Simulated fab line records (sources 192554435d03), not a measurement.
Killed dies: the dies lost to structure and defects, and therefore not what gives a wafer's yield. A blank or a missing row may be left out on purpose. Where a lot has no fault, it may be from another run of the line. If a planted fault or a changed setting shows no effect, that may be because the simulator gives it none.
Matching of chambers + flow n5_finfet + ald_metal-02 running N5_BEOL_M8_ALD_77: 4 sister chambers
The step deposits TaN, target thk 2 nm, pulse time 2 s, purge time 3 s. 8 wafers are shown with their chamber, then 8 later ones without.

## WAFERS WITH THEIR CHAMBER
| wafer  | chamber | heater_power_w (W) | susceptor_temp_C (C) |
|--------|---------|--------------------|----------------------|
| L081.2 | 3       | 471                | 275.02               |
| L081.5 | 3       | 462                | 275.14               |
| L081.6 | 2       | 490                | 274.96               |
| L086.4 | 1       | 438                | 275.10               |
| L089.1 | 2       | 486                | 274.95               |
| L089.3 | 0       | 352                | 275.04               |
| L089.5 | 1       | 424                | 274.90               |
| L093.2 | 0       | 354                | 275.07               |

## WAFERS WHOSE CHAMBER IS MISSING
| wafer  | heater_power_w (W) | susceptor_temp_C (C) |
|--------|--------------------|----------------------|
| L093.4 | 483                | 274.96               |
| L093.5 | 363                | 275.17               |
| L097.4 | 360                | 275.10               |
| L097.5 | 483                | 275.29               |
| L097.6 | 424                | 274.93               |
| L096.2 | 483                | 275.37               |
| L096.4 | 434                | 275.04               |
| L096.6 | 376                | 275.10               |

## WHICH CHAMBER EACH WENT THROUGH
| wafer  | from the rows above     | in truth |
|--------|-------------------------|----------|
| L093.4 | 2                       | 2        |
| L093.5 | 0                       | 0        |
| L097.4 | 0                       | 0        |
| L097.5 | can't be placed: 3 or 2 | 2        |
| L097.6 | 1                       | 1        |
| L096.2 | can't be placed: 3 or 2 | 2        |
| L096.4 | 1                       | 1        |
| L096.6 | 0                       | 0        |
6 of 8 placed correctly. These rows do not allow placing 2 (true chamber among the candidates in 2). Number placed wrongly: 0.
How it was worked out, from the rows above alone: a wafer's distance from a chamber is the root of the sum, over the readings, of the square of ((its reading less the chamber's mean) divided by the reading's scatter). The wafer belongs to the nearest chamber; if the next one is less than 2 further off, it can't be placed. For every chamber, the mean is computed from those of its wafers that are shown. The scatter: the root of (the sum of the squares of (reading less its chamber's mean) over the shown wafers, divided by (wafers less chambers)).
